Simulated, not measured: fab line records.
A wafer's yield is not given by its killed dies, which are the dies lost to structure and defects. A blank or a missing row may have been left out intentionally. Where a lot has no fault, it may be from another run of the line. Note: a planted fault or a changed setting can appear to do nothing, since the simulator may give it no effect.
The tool behind it: which one? :: flow n5_finfet :: 29 wafers from 10 lots sampled at 5 of the route's 1938 steps

WHAT THE GAUGES SHOWED, per wafer
N5_BEOL_M0_SAQP_THK_MEAS_05. Usual: thk_nm 59.7 nm, standard deviation 0.84.
lot: L351
measured: day 5 22:14
on: film_metro-02
thk_nm (nm): 59.6 59.7 60.5
flag: 

lot: L353
measured: day 6 04:38
on: film_metro-02
thk_nm (nm): 59.8 60.4 60.4
flag: 

lot: L354
measured: day 6 07:40
on: film_metro-02
thk_nm (nm): 58.6 57.5 60.4
flag: 

lot: L356
measured: day 7 01:23
on: film_metro-02
thk_nm (nm): 58.0 58.9 59.4
flag: 

lot: L357
measured: day 7 04:43
on: film_metro-01
thk_nm (nm): 59.6 60.4 60.6
flag: 

lot: L358
measured: day 7 11:01
on: film_metro-01
thk_nm (nm): 59.5 61.1 60.9
flag: 

lot: L359
measured: day 7 23:42
on: film_metro-02
thk_nm (nm): 59.8 60.7
flag: 

lot: L371
measured: day 10 18:43
on: film_metro-02
thk_nm (nm): 59.2 58.9 60.5
flag: 

lot: L372
measured: day 10 23:41
on: film_metro-01
thk_nm (nm): 58.2 59.0 60.5
flag: 

lot: L373
measured: day 11 06:50
on: film_metro-01
thk_nm (nm): 59.5 58.6 60.0
flag: 

N5_BEOL_M4_RC_MEAS_101. Usual: DIBL_N 36.3 mV/V, standard deviation 1.7; DIBL_P 36.5 mV/V, standard deviation 1.8; IOFF_N 0.16 nA/um, standard deviation 0.033; IOFF_P 0.21 nA/um, standard deviation 0.037; ION_N 675 uA/um, standard deviation 11; ION_P 462 uA/um, standard deviation 7.9; SS_N 71.6 mV/dec, standard deviation 0.64; SS_P 73.3 mV/dec, standard deviation 0.68; VT_N 249 mV, standard deviation 3.3; VT_P -250 mV, standard deviation 3.3.
lot: L351
measured: day 8 11:33
on: prober-02
DIBL_N (mV/V): 33.6 36.4 35.8
DIBL_P (mV/V): 34.1 37.0 36.4
IOFF_N (nA/um): 0.14 0.18 0.17
IOFF_P (nA/um): 0.21 0.25 0.24
ION_N (uA/um): 673 679 676
ION_P (uA/um): 467 468 467
SS_N (mV/dec): 71.1 72.3 71.8
SS_P (mV/dec): 73.2 73.4 73.1
VT_N (mV): 248 250 249
VT_P (mV): -248 -249 -246
flag: 

lot: L353
measured: day 8 13:29
on: prober-01
DIBL_N (mV/V): 35.7 33.6 36.1
DIBL_P (mV/V): 36.1 33.4 36.5
IOFF_N (nA/um): 0.15 0.11 0.14
IOFF_P (nA/um): 0.18 0.14 0.18
ION_N (uA/um): 682 681 677
ION_P (uA/um): 467 462 463
SS_N (mV/dec): 71.0 71.0 71.5
SS_P (mV/dec): 73.3 72.8 73.3
VT_N (mV): 251 255 253
VT_P (mV): -251 -257 -253
flag: 

lot: L354
measured: day 8 14:43
on: prober-01
DIBL_N (mV/V): 36.4 38.2 37.6
DIBL_P (mV/V): 35.8 38.6 37.2
IOFF_N (nA/um): 0.15 0.19 0.16
IOFF_P (nA/um): 0.22 0.26 0.24
ION_N (uA/um): 672 682 671
ION_P (uA/um): 463 470 466
SS_N (mV/dec): 72.0 71.9 72.3
SS_P (mV/dec): 72.9 74.6 74.0
VT_N (mV): 249 245 250
VT_P (mV): -248 -246 -245
flag: 

lot: L356
measured: day 9 10:17
on: prober-01
DIBL_N (mV/V): 37.3 36.6 37.0
DIBL_P (mV/V): 38.4 36.7 37.8
IOFF_N (nA/um): 0.18 0.17 0.17
IOFF_P (nA/um): 0.24 0.22 0.24
ION_N (uA/um): 680 688 676
ION_P (uA/um): 466 459 465
SS_N (mV/dec): 72.3 71.7 72.3
SS_P (mV/dec): 72.8 72.8 73.0
VT_N (mV): 247 250 249
VT_P (mV): -251 -253 -248
flag: 

lot: L357
measured: day 9 06:10
on: prober-02
DIBL_N (mV/V): 33.1 34.9 33.9
DIBL_P (mV/V): 32.8 33.6 33.6
IOFF_N (nA/um): 0.11 0.12 0.11
IOFF_P (nA/um): 0.17 0.18 0.18
ION_N (uA/um): 665 656 668
ION_P (uA/um): 462 455 461
SS_N (mV/dec): 70.6 70.5 70.7
SS_P (mV/dec): 72.3 71.4 71.8
VT_N (mV): 255 253 255
VT_P (mV): -253 -250 -251
flag: 

lot: L358
measured: day 9 15:35
on: prober-02
DIBL_N (mV/V): 37.4 35.1 32.3
DIBL_P (mV/V): 38.4 34.8 33.3
IOFF_N (nA/um): 0.18 0.14 0.11
IOFF_P (nA/um): 0.24 0.18 0.16
ION_N (uA/um): 660 658 657
ION_P (uA/um): 460 445 457
SS_N (mV/dec): 72.2 71.9 70.5
SS_P (mV/dec): 73.5 72.8 72.1
VT_N (mV): 251 254 255
VT_P (mV): -247 -251 -254
flag: 

lot: L359
measured: day 10 07:46
on: prober-02
DIBL_N (mV/V): 34.4 36.9
DIBL_P (mV/V): 34.8 38.2
IOFF_N (nA/um): 0.11 0.15
IOFF_P (nA/um): 0.16 0.20
ION_N (uA/um): 662 662
ION_P (uA/um): 448 450
SS_N (mV/dec): 70.0 71.1
SS_P (mV/dec): 72.8 73.8
VT_N (mV): 253 251
VT_P (mV): -257 -253
flag: 

lot: L371
measured: day 13 03:38
on: prober-02
DIBL_N (mV/V): 40.0 38.2 37.6
DIBL_P (mV/V): 40.9 38.7 37.9
IOFF_N (nA/um): 0.28 0.23 0.21
IOFF_P (nA/um): 0.27 0.24 0.22
ION_N (uA/um): 717 695 687
ION_P (uA/um): 475 461 459
SS_N (mV/dec): 72.9 73.1 71.7
SS_P (mV/dec): 74.6 74.5 73.4
VT_N (mV): 241 242 245
VT_P (mV): -250 -249 -251
flag: 

lot: L372
measured: day 13 10:11
on: prober-02
DIBL_N (mV/V): 36.2 37.3 37.5
DIBL_P (mV/V): 35.1 36.3 37.0
IOFF_N (nA/um): 0.14 0.16 0.16
IOFF_P (nA/um): 0.17 0.18 0.20
ION_N (uA/um): 662 677 673
ION_P (uA/um): 447 458 458
SS_N (mV/dec): 71.2 72.1 71.5
SS_P (mV/dec): 73.8 73.9 74.2
VT_N (mV): 253 249 247
VT_P (mV): -251 -254 -253
flag: 

lot: L373
measured: day 13 10:06
on: prober-01
DIBL_N (mV/V): 33.2 36.3 36.8
DIBL_P (mV/V): 33.6 37.7 38.6
IOFF_N (nA/um): 0.12 0.18 0.19
IOFF_P (nA/um): 0.16 0.21 0.22
ION_N (uA/um): 669 678 677
ION_P (uA/um): 452 461 458
SS_N (mV/dec): 71.2 71.9 72.1
SS_P (mV/dec): 72.4 74.4 74.3
VT_N (mV): 252 248 246
VT_P (mV): -256 -250 -253
flag: 

WHICH TOOL RAN EACH LOT (tool, then ch and the chambers of the sampled wafers, then the start)
lot: L351
N5_MOL_CONTACT_COAG_STRIP_49: plasma_asher-01 ch 1, day 5 17:04
N5_BEOL_M0_SAQP_HM_DEP_111: pecvd-04 ch 0,1, day 5 22:17
N5_BEOL_M0_SAQP_COAT_82: litho_track-05 ch 0, day 5 22:22

lot: L353
N5_MOL_CONTACT_COAG_STRIP_49: plasma_asher-02 ch 0,1, day 5 21:48
N5_BEOL_M0_SAQP_HM_DEP_111: pecvd-04 ch 0,2, day 6 04:41
N5_BEOL_M0_SAQP_COAT_82: litho_track-01 ch 0, day 6 04:46

lot: L354
N5_MOL_CONTACT_COAG_STRIP_49: plasma_asher-02 ch 0,1, day 6 02:53
N5_BEOL_M0_SAQP_HM_DEP_111: pecvd-04 ch 0,1,2, day 6 07:43
N5_BEOL_M0_SAQP_COAT_82: litho_track-01 ch 0, day 6 07:47

lot: L356
N5_MOL_CONTACT_COAG_STRIP_49: plasma_asher-02 ch 0,1, day 6 19:09
N5_BEOL_M0_SAQP_HM_DEP_111: pecvd-01 ch 1,2, day 7 01:25
N5_BEOL_M0_SAQP_COAT_82: litho_track-01 ch 0, day 7 01:30

lot: L357
N5_MOL_CONTACT_COAG_STRIP_49: plasma_asher-02 ch 1, day 6 22:25
N5_BEOL_M0_SAQP_HM_DEP_111: pecvd-04 ch 0,1,2, day 7 04:45
N5_BEOL_M0_SAQP_COAT_82: litho_track-05 ch 0, day 7 04:50

lot: L358
N5_MOL_CONTACT_COAG_STRIP_49: plasma_asher-01 ch 0,1, day 7 04:30
N5_BEOL_M0_SAQP_HM_DEP_111: pecvd-04 ch 1,2, day 7 11:03
N5_BEOL_M0_SAQP_COAT_82: litho_track-01 ch 0, day 7 11:08

lot: L359
N5_MOL_CONTACT_COAG_STRIP_49: plasma_asher-02 ch 1, day 7 17:33
N5_BEOL_M0_SAQP_HM_DEP_111: pecvd-04 ch 0, day 7 23:44
N5_BEOL_M0_SAQP_COAT_82: litho_track-01 ch 0, day 7 23:50

lot: L371
N5_MOL_CONTACT_COAG_STRIP_49: plasma_asher-02 ch 1, day 10 12:44
N5_BEOL_M0_SAQP_HM_DEP_111: pecvd-02 ch 0,2, day 10 18:46
N5_BEOL_M0_SAQP_COAT_82: litho_track-03 ch 0, day 10 18:50

lot: L372
N5_MOL_CONTACT_COAG_STRIP_49: plasma_asher-01 ch 0,1, day 10 16:42
N5_BEOL_M0_SAQP_HM_DEP_111: pecvd-02 ch 0,1, day 10 23:43
N5_BEOL_M0_SAQP_COAT_82: litho_track-03 ch 0, day 10 23:48

lot: L373
N5_MOL_CONTACT_COAG_STRIP_49: plasma_asher-02 ch 0,1, day 11 00:42
N5_BEOL_M0_SAQP_HM_DEP_111: pecvd-04 ch 1,2, day 11 06:52
N5_BEOL_M0_SAQP_COAT_82: litho_track-03 ch 0, day 11 06:57
- N5_MOL_CONTACT_COAG_STRIP_49: strips in N2/H2, time 30 s.
- N5_BEOL_M0_SAQP_HM_DEP_111: deposits SiO2 from SiH4/N2O, target thk 12 nm, time 7.2 s.
- N5_BEOL_M0_SAQP_COAT_82: time 60 s, resist thk 30 nm.

WHAT THE TOOLS THEMSELVES READ (means of the sampled wafers that have a number; where no wafer has one, the mark that the record gives instead)
N5_MOL_CONTACT_COAG_STRIP_49. Usual: drypump_motor_current_A 5.7 A, standard deviation 0.3; heater_power_w 354 W, standard deviation 37; temp_c 249.99 C, standard deviation 0.17.
lot: L351
tool: plasma_asher-01
drypump_motor_current_A (A): 6.2
heater_power_w (W): 321
temp_c (C): 249.81
flag: 

lot: L353
tool: plasma_asher-02
drypump_motor_current_A (A): 5.7
heater_power_w (W): 379
temp_c (C): 250.08
flag: 

lot: L354
tool: plasma_asher-02
drypump_motor_current_A (A): 5.7
heater_power_w (W): 374
temp_c (C): 250.03
flag: 

lot: L356
tool: plasma_asher-02
drypump_motor_current_A (A): 5.7
heater_power_w (W): 369
temp_c (C): 250.03
flag: 

lot: L357
tool: plasma_asher-02
drypump_motor_current_A (A): 5.6
heater_power_w (W): 398
temp_c (C): 249.80
flag: 

lot: L358
tool: plasma_asher-01
drypump_motor_current_A (A): 5.9
heater_power_w (W): 334
temp_c (C): 250.15
flag: 

lot: L359
tool: plasma_asher-02
drypump_motor_current_A (A): 5.6
heater_power_w (W): 400
temp_c (C): 250.20
flag: 

lot: L371
tool: plasma_asher-02
drypump_motor_current_A (A): 5.6
heater_power_w (W): 395
temp_c (C): 249.92
flag: 

lot: L372
tool: plasma_asher-01
drypump_motor_current_A (A): 5.9
heater_power_w (W): 341
temp_c (C): 250.07
flag: 

lot: L373
tool: plasma_asher-02
drypump_motor_current_A (A): 5.8
heater_power_w (W): 346
temp_c (C): 250.06
flag: 

N5_BEOL_M0_SAQP_HM_DEP_111. Usual: heater_power_w 747 W, standard deviation 81; showerhead_plenum_p_Torr 8.14 Torr, standard deviation 0.11; susceptor_temp_C 400.03 C, standard deviation 0.21.
lot: L351
tool: pecvd-04
heater_power_w (W): 722
showerhead_plenum_p_Torr (Torr): 8.06
susceptor_temp_C (C): 400.10
flag: 

lot: L353
tool: pecvd-04
heater_power_w (W): 736
showerhead_plenum_p_Torr (Torr): 8.12
susceptor_temp_C (C): 400.26
flag: 

lot: L354
tool: pecvd-04
heater_power_w (W): 695
showerhead_plenum_p_Torr (Torr): 8.09
susceptor_temp_C (C): 400.04
flag: 

lot: L356
tool: pecvd-01
heater_power_w (W): 854
showerhead_plenum_p_Torr (Torr): 8.23
susceptor_temp_C (C): 400.08
flag: 

lot: L357
tool: pecvd-04
heater_power_w (W): 699
showerhead_plenum_p_Torr (Torr): 8.07
susceptor_temp_C (C): 400.08
flag: 

lot: L358
tool: pecvd-04
heater_power_w (W): 708
showerhead_plenum_p_Torr (Torr): 8.10
susceptor_temp_C (C): 399.91
flag: 

lot: L359
tool: pecvd-04
heater_power_w (W): 695
showerhead_plenum_p_Torr (Torr): 8.08
susceptor_temp_C (C): 400.04
flag: 

lot: L371
tool: pecvd-02
heater_power_w (W): 732
showerhead_plenum_p_Torr (Torr): 8.06
susceptor_temp_C (C): 400.17
flag: 

lot: L372
tool: pecvd-02
heater_power_w (W): 705
showerhead_plenum_p_Torr (Torr): 8.27
susceptor_temp_C (C): 399.99
flag: 

lot: L373
tool: pecvd-04
heater_power_w (W): 681
showerhead_plenum_p_Torr (Torr): 8.08
susceptor_temp_C (C): 400.22
flag: 

N5_BEOL_M0_SAQP_COAT_82. Usual: dispense_pressure_kPa 45.1 kPa, standard deviation 1.1; run_length_s 66.19 s, standard deviation 0.17.
lot: L351
tool: litho_track-05
dispense_pressure_kPa (kPa): 47.3
run_length_s (s): 66.12
flag: 

lot: L353
tool: litho_track-01
dispense_pressure_kPa (kPa): 44.5
run_length_s (s): 66.21
flag: 

lot: L354
tool: litho_track-01
dispense_pressure_kPa (kPa): 44.5
run_length_s (s): 66.19
flag: 

lot: L356
tool: litho_track-01
dispense_pressure_kPa (kPa): 44.5
run_length_s (s): 66.26
flag: 

lot: L357
tool: litho_track-05
dispense_pressure_kPa (kPa): 47.3
run_length_s (s): 66.15
flag: 

lot: L358
tool: litho_track-01
dispense_pressure_kPa (kPa): 44.5
run_length_s (s): 66.35
flag: 

lot: L359
tool: litho_track-01
dispense_pressure_kPa (kPa): 44.5
run_length_s (s): 67.67
flag: OFF

lot: L371
tool: litho_track-03
dispense_pressure_kPa (kPa): 44.6
run_length_s (s): 65.93
flag: 

lot: L372
tool: litho_track-03
dispense_pressure_kPa (kPa): 44.6
run_length_s (s): 65.88
flag: 

lot: L373
tool: litho_track-03
dispense_pressure_kPa (kPa): 44.5
run_length_s (s): 65.99
flag: 

THE ANSWER, worked out from the rows above alone
Rule: a lot counts as off when the mean over its wafers that have a number is more than 3 standard deviations away from the usual mean. A lot without any number at a reading at which 4 lots or more have one is off too. The other lots that the step has rows for count as sound. After the gauges, taken in route order, come the tools' own readings; for these a lot's mean is taken, as printed above. At the first step where some lot is off, the reading lying furthest off is the one used; lots without a number count as furthest.
Off: L359 (N5_BEOL_M0_SAQP_COAT_82, run_length_s).
A tool fits if, at that step or a process step before it, it ran every lot that is off, and no sound lot after the first of them. One candidate fits, namely litho_track-01 at N5_BEOL_M0_SAQP_COAT_82. A fault onset in the window from L358 (day 7 11:08, its last sound lot) to L359 (day 7 23:50, its first lot off) fits.
The tool's own readings at N5_BEOL_M0_SAQP_COAT_82 bear it out: on the lots that are off they differ by more than 5 times the standard deviation of the sound lots' means. run_length_s reads 67.67 s there against 66.12 s on the sound lots.

WHAT THE SIMULATOR PUT IN
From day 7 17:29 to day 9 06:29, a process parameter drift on litho_track-01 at N5_BEOL_M0_SAQP_COAT_82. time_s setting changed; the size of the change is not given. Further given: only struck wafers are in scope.
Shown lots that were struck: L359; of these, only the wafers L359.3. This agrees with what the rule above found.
